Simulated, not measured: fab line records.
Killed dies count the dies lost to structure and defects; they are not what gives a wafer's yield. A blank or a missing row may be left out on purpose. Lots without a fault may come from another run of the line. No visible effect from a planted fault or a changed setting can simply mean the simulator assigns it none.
Chamber matching ; flow n5Finfet ; N5_HKMG_FIN_STRIP_90 on rieDiel-06: 4 sister chambers
The step strips SOC in N2/H2, time 20 s. 8 wafers are shown with their chamber, then 8 later ones without.

== EACH WAFER AND ITS CHAMBER ==
wafer;chamber;showerheadPlenumPTorr (Torr);drypumpMotorCurrentA (A)
L079.6;2;3.18;6.5
L082.2;0;3.57;5.0
L083.5;1;3.31;5.1
L083.6;2;3.18;6.5
L085.1;0;3.56;5.0
L085.3;1;3.31;5.1
L085.4;3;3.44;6.7
L088.2;3;3.44;6.6

== WAFERS WITHOUT THEIR CHAMBER ==
wafer;showerheadPlenumPTorr (Torr);drypumpMotorCurrentA (A)
L088.5;3.30;5.1
L088.6;3.56;5.0
L091.2;3.43;6.6
L091.5;3.56;5.0
L091.6;3.30;5.1
L092.4;3.56;5.0
L092.5;3.43;6.7
L092.6;3.30;5.1

== CHAMBER TAKEN BY EACH ==
wafer;from the rows above;in truth
L088.5;1;1
L088.6;0;0
L091.2;3;3
L091.5;0;0
L091.6;1;1
L092.4;0;0
L092.5;3;3
L092.6;1;1
Correct placement for 8 of the 8. Left unplaced by these rows: 0. Wrongly placed: 0.
How it was worked out, from the rows above alone: a wafer's distance from a chamber is the root of the sum, over the readings, of the square of ((its reading less the chamber's mean) divided by the reading's scatter). If the next closest chamber is less than 2 further off than the closest, the wafer can't be placed; otherwise it belongs to the closest. Each chamber's mean is taken over the wafers shown for it. The scatter is the square root of a quotient: the sum, over the shown wafers, of each reading's squared deviation from its chamber's mean, divided by wafers minus chambers.
